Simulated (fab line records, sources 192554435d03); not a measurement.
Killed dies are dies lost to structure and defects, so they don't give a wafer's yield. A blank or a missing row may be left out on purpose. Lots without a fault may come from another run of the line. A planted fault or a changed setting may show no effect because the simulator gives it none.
Chamber matching | flow n5_finfet | N5_BEOL_M6_ALD_77 on ald_metal-02: 4 sister chambers
The step deposits TaN, target thk 2 nm, pulse time 2 s, purge time 3 s. 7 wafers are shown with their chamber, then 9 later ones without.

WAFERS WITH THEIR CHAMBER
wafer  | chamber | heater_power_w (W) | precursor_vessel_pressure_torr (Torr)
L083.6 | 3       | 446                | 26.26
L086.4 | 0       | 372                | 26.28
L086.6 | 0       | 369                | 26.28
L088.4 | 1       | 371                | 26.20
L089.1 | 3       | 432                | 26.25
L089.3 | 2       | 327                | 26.29
L089.6 | 2       | 332                | 26.30

WAFERS WITHOUT THEIR CHAMBER
wafer  | heater_power_w (W) | precursor_vessel_pressure_torr (Torr)
L091.3 | 332                | 26.19
L091.4 | 450                | 26.23
L091.6 | 324                | 26.28
L093.2 | 363                | 26.31
L093.5 | 368                | 26.25
L093.6 | 375                | 26.30
L094.2 | 341                | 26.24
L094.4 | 434                | 26.14
L094.5 | 429                | 26.13

WHICH CHAMBER EACH WENT THROUGH
wafer  | from the rows above          | in truth
L091.3 | 1                            | 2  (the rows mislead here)
L091.4 | 3                            | 3
L091.6 | 2                            | 2
L093.2 | can't be placed: 0 or 2      | 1
L093.5 | 0                            | 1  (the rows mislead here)
L093.6 | 0                            | 0
L094.2 | can't be placed: 0 or 1 or 2 | 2
L094.4 | 1                            | 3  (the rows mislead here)
L094.5 | 1                            | 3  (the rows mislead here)
Placed correctly: 3 of 9. Can't be placed from these rows: 2 (the true chamber is among the candidates in 1). Placed wrongly: 4.
How it was worked out, from the rows above alone: a wafer's distance from a chamber is the root of the sum, over the readings, of the square of ((its reading less the chamber's mean) divided by the reading's scatter). The wafer belongs to the nearest chamber; if the next one is less than 2 further off, it can't be placed. A chamber's mean is the mean of its shown wafers. The scatter: the root of (the sum of the squares of (reading less its chamber's mean) over the shown wafers, divided by (wafers less chambers)).
